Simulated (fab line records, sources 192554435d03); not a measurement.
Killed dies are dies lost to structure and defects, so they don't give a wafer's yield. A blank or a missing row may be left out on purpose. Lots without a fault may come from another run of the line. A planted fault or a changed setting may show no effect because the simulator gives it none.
fab line records | flow n5_finfet
record lots=8 wafers=23 last_day=18
route steps=1938 shown BEOL_M3@950 BEOL_M4@1111 PASSIVATION@1936
lots that met no fault: from a run of the same line without faults
start_h: hours from the record's first day to the start of the lot's first wafer shown | wait_h: hours since the lot's step before | " the same as in the row above | L1.1+2: a row that stands for several wafers | - no value, or no start given | * or withheld: withheld | < > ~ a bound
route shown NAME@n: a module of which the file shows steps, and the number in the route of the first | usual: mean/standard deviation of fault-free wafers | same: alike in all rows | chamber/n: place in a boat | sites: the reading at each site | _std_site: their standard deviation | _edge_site: outer sites' mean less inner sites' | radius_mm: how far each site lies from the wafer's centre | mask NAME#n: copy n | behind: the tool/chamber that last shaped the wafer | hold: why the lot was held/for how many hours/how that ended | device: the transistor (n, p or np) that didn't switch | end of line: the same wafers' tests at the end of the route | a step without rows: its recipe alone | killed: dies lost to structure and defects at the first sort, not the wafer's yield | map: a wafer's dies, x killed, . not, _ none there
set.NAME: the setting as run; set.NAME@STEP: as run at that earlier step | model.NAME: the simulator's own value behind a step, which no gauge read
steps of the route over a sample of lots; a table a step, a row a wafer
services: from which hour (start_h, from the record's first day; less than 0 if before it) a tool's chamber was out of use, for how many hours, and why
## steps
# step N5_BEOL_M3_ETCH_64
# recipe chemistry=N2/H2 target=SOC target_depth_a=750 overetch_a=150 mask_material=SiARC temp_c=40 time_s=112.5 ion_energy_ev=200 pressure_mtorr=30 source_w=840 bias_w=150 n2_flow_sccm=200 h2_flow_sccm=200
# usual drypump_motor_current_A=6.0/0.44 oes_product_au=0.60/0.059 rf_fwd_power_W=836.8/2.8 rf_vpp_V=523/3.2 showerhead_plenum_p_Torr=2.50/0.11 throttle_valve_pct=17.90/0.29
# columns lot.wafer tool chamber start_h wait_h drypump_motor_current_A oes_product_au rf_fwd_power_W rf_hours_counter_h rf_vpp_V showerhead_plenum_p_Torr throttle_valve_pct
L586.3 rie_diel-06 2 169.30 0.0 5.6 0.59 841.5 160 528 2.64 17.88
L586.4 " 1 " " 6.0 0.63 835.0 110 518 2.36 17.64
L586.6 " 1 " " 6.0 0.63 834.1 - 517 2.36 17.65
L588.1 rie_diel-06 2 175.49 0.0 5.6 0.59 839.8 161 527 2.64 17.91
L588.3 " 1 " " 6.0 0.63 839.3 111 518 2.36 17.65
L587.4 rie_diel-06 1 176.28 0.0 6.0 0.63 836.0 111 518 2.36 17.65
L587.5 " 0 " " 6.0 0.55 841.3 - 521 2.50 17.74
L587.6 " 3 " " 6.7 0.57 839.4 - 520 2.42 18.14
L592.1 rie_diel-06 3 198.28 0.0 6.7 0.56 834.8 229 519 2.42 18.16
L592.3 " 2 " " 5.6 0.58 839.9 168 525 2.64 17.89
L592.4 " 3 " " 6.7 0.56 836.2 - 520 2.42 18.15
L598.1 rie_diel-06 2 243.98 0.0 5.6 0.58 836.8 182 525 2.63 17.91
L598.3 " 0 " " 6.0 0.75 836.3 8 523 2.49 17.33
L598.4 " 1 " " 6.0 0.62 840.7 131 518 2.35 17.68
L597.2 rie_diel-06 3 244.69 0.0 6.7 0.55 835.5 243 520 2.41 18.17
L597.4 " 0 " " 6.0 0.75 837.7 8 523 2.49 17.32
L597.6 " 3 " " 6.7 0.55 836.2 - 521 2.41 18.18
L603.1 rie_diel-06 1 281.84 0.0 6.0 0.61 834.8 142 519 2.34 17.69
L603.2 " 0 " " 6.0 0.73 832.3 18 523 2.49 17.33
L603.6 " 0 " " 6.0 0.73 834.1 - 523 2.49 17.36
L604.2 rie_diel-02 2 287.52 0.0 6.7 0.59 836.1 151 520 2.34 17.93
L604.5 " 0 " " 6.8 0.70 839.2 - 528 2.68 17.36
L604.6 " 3 " " 6.2 0.56 836.0 - 521 2.42 18.36
# step N5_BEOL_M3_DESCUM_33
# recipe chemistry=O2 time_s=7 source_power_w=50 bias_power_w=20 pressure_mtorr=20 rf_frequency_hz=2.712e+07 temp_c=40 resist=CAR-EUV o2_flow_sccm=225
# usual drypump_motor_current_A=6.0/0.43 o2_flow_sccm=225.0/0.72 oes_product_au=0.76/0.089 rf_fwd_power_W=49.40/0.25 rf_vpp_V=242.7/1.6 showerhead_plenum_p_Torr=2.07/0.091 throttle_valve_pct=20.55/0.27
# columns lot.wafer tool chamber start_h wait_h drypump_motor_current_A o2_flow_sccm oes_product_au rf_fwd_power_W rf_hours_counter_h rf_vpp_V showerhead_plenum_p_Torr throttle_valve_pct
L586.3 rie_diel-01 0 170.41 0.0 5.9 223.5 0.75 48.75 191 243.2 2.07 20.80
L586.4 " 3 " " 6.3 226.0 0.70 49.23 219 242.9 2.07 20.50
L586.6 " 0 " " 5.9 224.9 0.74 48.90 - 242.5 2.07 20.81
L588.1 rie_diel-06 0 176.71 0.0 6.0 225.7 0.69 49.51 247 242.3 2.06 20.46
L588.3 " 1 " " 6.0 223.9 0.80 49.56 111 241.1 1.94 20.28
L587.4 rie_diel-06 3 177.18 0.0 6.7 225.6 0.71 49.30 222 242.3 1.97 20.61
L587.5 " 3 " " 6.6 225.0 0.71 49.37 - 240.8 1.98 20.61
L587.6 " 0 " " 6.0 225.1 0.68 49.49 - 242.3 2.06 20.47
L592.1 rie_diel-02 3 199.43 0.1 6.2 224.5 0.70 49.36 174 241.4 2.00 20.91
L592.3 " 1 " " 5.5 225.1 0.75 49.38 160 245.3 2.19 20.48
L592.4 " 1 " " 5.5 225.4 0.75 49.37 - 245.4 2.19 20.48
L598.1 rie_diel-01 2 244.89 0.0 5.4 225.4 0.75 49.36 123 244.3 2.12 20.54
L598.3 " 1 " " 5.5 224.8 0.68 49.33 229 243.9 2.07 21.01
L598.4 " 0 " " 5.9 225.0 0.73 48.79 214 242.6 2.07 20.83
L597.2 rie_diel-06 2 245.61 0.0 5.6 224.8 0.71 49.68 183 244.3 2.17 20.54
L597.4 " 1 " " 6.0 224.0 0.78 49.51 131 238.9 1.93 20.30
L597.6 " 2 " " 5.6 224.0 0.71 49.80 - 242.7 2.17 20.54
L603.1 rie_diel-02 0 282.90 0.1 6.7 224.7 0.90 49.43 35 245.2 2.24 20.14
L603.2 " 3 " " 6.2 223.4 0.70 49.32 196 241.4 1.99 20.94
L603.6 " 1 " " 5.6 225.9 0.73 49.34 - 243.5 2.18 20.53
L604.2 rie_diel-02 3 288.36 0.0 6.2 224.7 0.69 49.13 198 241.7 1.99 20.94
L604.5 " 3 " " 6.2 224.7 0.69 49.25 - 240.4 1.99 20.95
L604.6 " 2 " " 6.6 223.9 0.75 49.33 - 240.5 1.94 20.57
# step N5_BEOL_M3_ETCH_70
# recipe chemistry=N2/H2 target=SOC target_depth_a=800 overetch_a=160 mask_material=SiARC temp_c=40 time_s=120 ion_energy_ev=200 pressure_mtorr=30 source_w=840 bias_w=150 n2_flow_sccm=200 h2_flow_sccm=200
# usual drypump_motor_current_A=6.1/0.47 oes_product_au=0.59/0.064 rf_fwd_power_W=835.7/2.8 rf_vpp_V=523/3.3 showerhead_plenum_p_Torr=2.51/0.11 throttle_valve_pct=17.9/0.32
# columns lot.wafer tool chamber start_h wait_h drypump_motor_current_A oes_product_au rf_fwd_power_W rf_hours_counter_h rf_vpp_V showerhead_plenum_p_Torr throttle_valve_pct
L586.3 rie_diel-02 0 175.90 0.0 6.8 0.74 832.2 5 528 2.70 17.3
L586.4 " 2 " " 6.6 0.60 836.8 117 517 2.36 17.9
L586.6 " 2 " " 6.6 0.61 838.4 - 521 2.36 17.9
L588.1 rie_diel-06 0 184.48 0.0 6.0 0.53 835.7 249 523 2.50 17.8
L588.3 " 2 " " 5.6 0.57 837.0 164 526 2.64 17.9
L587.4 rie_diel-02 3 185.21 0.0 6.2 0.56 635.2 170 570 2.43 18.3
L587.5 " 2 " " 6.7 0.60 635.4 - 567 2.36 17.9
L587.6 " 1 " " 5.5 0.58 638.6 - 578 2.64 17.8
L592.1 rie_diel-02 2 207.65 0.0 6.7 0.59 632.8 128 567 2.35 17.9
L592.3 " 0 " " 6.8 0.71 632.3 14 578 2.69 17.3
L592.4 " 3 " " 6.2 0.55 634.0 177 571 2.43 18.3
L598.1 rie_diel-02 3 259.19 0.0 6.2 0.54 837.9 190 519 2.42 18.4
L598.3 " 2 " " 6.7 0.59 833.2 142 517 2.35 17.9
L598.4 " 0 " " 6.8 0.69 835.8 29 529 2.68 17.3
L597.2 rie_diel-02 0 260.37 0.0 6.8 0.68 836.4 29 529 2.69 17.3
L597.4 " 1 " " 5.6 0.57 836.1 179 527 2.63 17.8
L597.6 " 0 " " 6.7 0.69 839.0 - 529 2.69 17.3
L603.1 rie_diel-02 3 306.68 0.0 6.2 0.53 835.6 202 520 2.42 18.4
L603.2 " 2 " " 6.7 0.58 835.4 156 518 2.34 17.9
L603.6 " 0 " " 6.7 0.67 835.7 - 528 2.68 17.4
L604.2 rie_diel-02 3 307.12 0.0 6.2 0.54 838.4 202 520 2.42 18.4
L604.5 " 2 " " 6.7 0.58 835.6 - 518 2.34 17.9
L604.6 " 3 " " 6.2 0.54 837.0 - 519 2.42 18.4
# step N5_BEOL_M3_VIA_ETCH_34
# recipe chemistry=C4F6/O2 target_depth_a=694 mask_material=SOC pressure_mtorr=15 ion_energy_ev=250 taper_deg=4 time_s=65.9 source_w=350 bias_w=170 Ar_flow_sccm=300 C4F6_flow_sccm=10 O2_flow_sccm=10
# usual C4F6_flow_sccm=10.00/0.035 drypump_motor_current_A=6.1/0.46 oes_product_au=0.76/0.086 rf_fwd_power_W=347.2/1.4 rf_vpp_V=667/7.6 showerhead_plenum_p_Torr=2.80/0.12 throttle_valve_pct=30.82/0.27
# columns lot.wafer tool chamber start_h wait_h C4F6_flow_sccm drypump_motor_current_A oes_product_au rf_fwd_power_W rf_hours_counter_h rf_vpp_V showerhead_plenum_p_Torr throttle_valve_pct
L586.3 rie_diel-02 0 176.00 0.0 9.98 6.8 0.95 346.8 5 662 3.03 30.54
L586.4 " 2 " " 10.06 6.6 0.78 345.6 117 661 2.65 30.88
L586.6 " 2 " " 10.05 6.7 0.78 345.9 - 660 2.65 30.90
L588.1 rie_diel-06 0 184.58 0.0 9.99 6.0 0.68 347.1 249 667 2.79 30.63
L588.3 " 2 " " 10.06 5.6 0.72 349.1 164 677 2.94 30.82
L587.4 rie_diel-02 3 185.32 0.0 10.07 6.2 0.72 347.3 170 661 2.71 31.23
L587.5 " 2 " " 9.94 6.6 0.78 347.0 - 661 2.65 30.91
L587.6 " 1 " " 9.99 5.5 0.75 347.9 - 674 2.96 30.78
L592.1 rie_diel-02 2 207.75 0.0 9.99 6.7 0.78 347.8 128 661 2.65 30.91
L592.3 " 0 " " 9.96 6.7 0.93 348.7 14 662 3.03 30.54
L592.4 " 3 " " 9.98 6.2 0.71 347.4 177 659 2.71 31.24
L598.1 rie_diel-02 3 259.29 0.0 10.01 6.2 0.70 347.9 190 660 2.71 31.27
L598.3 " 2 " " 10.00 6.7 0.77 349.1 142 660 2.64 30.91
L598.4 " 0 " " 10.08 6.8 0.90 346.2 29 664 3.02 30.56
L597.2 rie_diel-02 0 260.47 0.0 9.98 6.8 0.90 348.0 29 663 3.02 30.58
L597.4 " 1 " " 9.99 5.5 0.72 347.5 179 675 2.95 30.79
L597.6 " 0 " " 10.03 6.8 0.89 349.4 - 662 3.02 30.57
L603.1 rie_diel-02 3 306.78 0.0 10.01 6.2 0.69 347.0 202 660 2.70 31.25
L603.2 " 2 " " 9.99 6.7 0.75 347.8 156 660 2.64 30.92
L603.6 " 0 " " 10.00 6.8 0.88 347.7 - 664 3.02 30.57
L604.2 rie_diel-02 3 307.22 0.0 9.98 6.2 0.69 347.0 203 660 2.70 31.27
L604.5 " 2 " " 10.03 6.6 0.75 347.8 - 660 2.64 30.93
L604.6 " 3 " " 9.99 6.2 0.69 346.9 - 660 2.70 31.25
# step N5_BEOL_M4_RC_MEAS_101
# usual DIBL_N=36.4/1.9 DIBL_P=35.8/2.1 IOFF_N=0.158/0.029 IOFF_P=0.21/0.035 ION_N=676/14 ION_P=465/9.7 SS_N=71.5/0.66 SS_P=73.4/0.7 VT_N=249.8/3 VT_P=-250/3.3
# columns lot.wafer tool chamber start_h wait_h DIBL_N[mV/V] DIBL_P[mV/V] IOFF_N[nA/um] IOFF_P[nA/um] ION_N[uA/um] ION_P[uA/um] SS_N[mV/dec] SS_P[mV/dec] VT_N[mV] VT_P[mV]
L586.3 prober-02 0 202.43 0.3 38.1 37.1 0.194 0.26 698 479 71.5 73.5 243.8 -245
L586.4 " 0 " " 37.7 36.5 0.180 0.25 703 489 71.7 73.9 246.4 -247
L586.6 " 0 " " 35.1 33.8 0.139 0.21 691 482 70.8 72.7 249.2 -247
L587.4 prober-01 0 209.79 0.5 37.6 38.6 0.163 0.19 661 446 70.9 73.8 250.5 -253
L587.5 " 0 " " 35.9 36.5 0.137 0.17 650 443 71.0 73.6 253.8 -256
L587.6 " 0 " " 36.8 36.9 0.157 0.17 659 446 71.7 73.1 250.6 -257
L588.1 prober-02 0 211.23 0.3 38.7 39.5 0.200 0.23 693 465 72.1 74.2 246.4 -250
L588.3 " 0 " " 37.0 37.7 0.170 0.21 694 473 71.2 73.7 248.1 -253
L592.1 prober-02 0 242.22 0.0 36.7 36.4 0.161 0.22 684 468 72.4 73.9 250.9 -247
L592.3 " 0 " " 33.3 32.6 0.110 0.17 675 465 70.9 72.2 255.0 -251
L592.4 " 0 " " 37.8 36.6 0.167 0.23 667 461 72.5 73.8 252.5 -246
L598.1 prober-01 0 282.14 0.0 36.4 36.5 0.190 0.23 687 469 71.2 73.5 245.3 -252
L598.3 " 0 " " 36.7 37.1 0.190 0.23 686 462 71.8 73.0 244.6 -249
L598.4 " 0 " " 36.3 34.9 0.168 0.19 662 455 71.9 72.3 247.2 -251
L597.2 prober-01 0 286.32 0.2 36.3 36.4 0.150 0.20 664 454 71.9 73.8 249.2 -253
L597.4 " 0 " " 35.3 35.0 0.140 0.18 671 454 71.2 72.8 251.6 -254
L597.6 " 0 " " 37.1 36.8 0.162 0.21 683 460 71.9 73.5 251.9 -253
L603.1 prober-02 0 324.59 0.0 37.4 37.4 0.166 0.20 686 465 72.2 73.7 249.1 -254
L603.2 " 0 " " 34.5 32.9 0.117 0.15 664 452 71.0 72.8 253.6 -256
L603.6 " 0 " " 38.1 38.2 0.185 0.22 688 465 71.3 73.6 248.7 -253
L604.2 prober-02 0 329.41 0.2 38.4 37.8 0.196 0.23 676 461 72.1 73.7 247.2 -247
L604.5 " 0 " " 35.8 33.4 0.134 0.17 666 454 70.3 72.7 250.9 -251
L604.6 " 0 " " 39.0 37.1 0.208 0.23 665 457 72.7 73.9 247.2 -250
# step N5_PASSIVATION_PROBE_49
# usual defect_limited_yield=91.3/1.3 killed_at_M0_to_M3=34/9.1 killed_at_M4_up=14/5.6 killed_at_contacts=13/5.9 killed_at_front_end=39/11 killed_at_other=3.6/3 killed_dies=102/16 killed_open=68/12 killed_short=33/7.3 sort_bin_5_function=5.2/0.89 sort_bin_6_memory=3.2/0.68 sort_n_pass=1078/16 sort_yield_pct=91.3/1.3
# same gross_dies=1180 killed_at_back_side=0 sort_bin_4_leakage[%]=0 sort_bin_8_speed[%]=0
# columns lot.wafer tool chamber start_h wait_h defect_limited_yield[%] killed_at_M0_to_M3 killed_at_M4_up killed_at_contacts killed_at_front_end killed_at_other killed_dies killed_open killed_short sort_bin_5_function[%] sort_bin_6_memory[%] sort_n_pass sort_yield_pct[%]
L592.1 prober-01 - 347.27 0.0 89.6 43 13 5 54 8 123 87 36 7.2 3.1 1057 89.6
L592.4 prober-01 - 347.42 0.2 91.8 46 13 9 26 3 97 60 37 4.3 3.8 1083 91.8
# killed by level:class
L592.1 FIN_SAQP:geometric_particle:open=15 FIN_SAQP:geometric_particle:short=15 BEOL_M2:geometric_particle:open=13 BEOL_M3:geometric_particle:open=9 DUMMY_GATE:geometric_particle:open=7 BEOL_M0_SAQP:geometric_particle:open=7 BEOL_M4:geometric_particle:open=6 MOL_CONTACT_COAG:geometric_particle:open=5
L592.4 FIN_SAQP:geometric_particle:open=8 BEOL_M1:geometric_particle:open=8 BEOL_M0_SAQP:geometric_particle:open=8 BEOL_M0_SAQP:geometric_particle:short=8 BEOL_M2:geometric_particle:open=7 MOL_CONTACT_COAG:geometric_particle:open=6 BEOL_M0:geometric_particle:short=5 BEOL_M1:geometric_particle:short=4
## services
# columns tool chamber start_h hours kind
rie_diel-01 - 153.03 1.0 repair
rie_diel-06 0 189.62 - clean
rie_diel-06 0 189.62 - consumable_replace:focus_ring
rie_diel-06 0 189.62 19.5 scheduled_down
rie_diel-06 0 189.62 19.5 vent_cycle
rie_diel-02 0 199.21 4.1 repair
rie_diel-06 - 227.86 0.3 repair
rie_diel-02 3 237.17 2.9 repair
rie_diel-06 3 274.05 - clean
rie_diel-06 3 274.05 - consumable_replace:focus_ring
rie_diel-06 3 274.05 - consumable_replace:showerhead
rie_diel-06 3 274.05 15.7 scheduled_down
rie_diel-06 3 274.05 15.7 vent_cycle
rie_diel-01 3 276.59 - clean
rie_diel-01 3 276.59 - consumable_replace:focus_ring
rie_diel-01 3 276.59 16.8 scheduled_down
rie_diel-01 3 276.59 16.8 vent_cycle
rie_diel-01 1 305.06 - clean
rie_diel-01 1 305.06 - consumable_replace:focus_ring
rie_diel-01 1 305.06 19.5 scheduled_down
rie_diel-01 1 305.06 19.5 vent_cycle
## key
first_sign step=N5_BEOL_M3_ETCH_70 reading=rf_fwd_power_W direction=down sigmas=73 usual=* struck=*
effect step=N5_BEOL_M3_ETCH_70 reading=rf_vpp_V direction=up sigmas=15 usual=523 struck=572
met_at N5_BEOL_M3_ETCH_70
struck_lots L587,L592
not_acting_at N5_BEOL_M3_ETCH_64,N5_BEOL_M3_DESCUM_33,N5_BEOL_M3_VIA_ETCH_34
onset_between 175.90 185.21
fault kind=process_parameter_drift tool=rie_diel-02 chamber=- onset_h=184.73 steps=N5_BEOL_M3_ETCH_70 channel=source_w offset=-201.6 shape=step end_h=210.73 acts_in=these_recipes_only stated=840
